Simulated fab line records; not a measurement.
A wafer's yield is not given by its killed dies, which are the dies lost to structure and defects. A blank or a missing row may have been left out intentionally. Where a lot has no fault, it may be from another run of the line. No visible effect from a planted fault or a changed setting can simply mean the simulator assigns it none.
Matching of chambers    flow nand-harc    NHARC_A_M0_ETCH_34 on rie-diel-04: 4 sister chambers
The step etches the open film in N2/H2, target depth 40 nm, overetch 12 nm, time 43.94 s. 4 wafers are shown with their chamber, then 7 later ones without.

== WAFERS WITH THEIR CHAMBER ==
wafer   chamber  showerhead-plenum-p-Torr (Torr)
L078.5  1        2.01
L081.6  0        1.93
L087.2  3        2.12
L087.5  2        2.10

== WAFERS WHOSE CHAMBER IS MISSING ==
wafer   showerhead-plenum-p-Torr (Torr)
L087.6  2.12
L092.2  1.93
L092.4  2.10
L092.5  2.10
L094.1  2.00
L094.2  2.12
L094.4  2.10

== WHICH CHAMBER EACH WENT THROUGH ==
wafer   from the rows above  in truth
L087.6  3                    3
L092.2  0                    0
L092.4  2                    2
L092.5  2                    2
L094.1  1                    1
L094.2  3                    3
L094.4  2                    2
Placed correctly: 7 of 7. Left unplaced by these rows: 0. Placed wrongly: 0.
How it was worked out, from the rows above alone: a wafer's distance from a chamber is the root of the sum, over the readings, of the square of ((its reading less the chamber's mean) divided by the reading's scatter). The wafer belongs to the nearest chamber; if the next one is less than 2 further off, it can't be placed. The mean given for a chamber averages the wafers shown for that chamber. The scatter (one wafer shown for each chamber): square how far every hidden wafer sits from the nearest shown wafer, average those squares and take the square root.
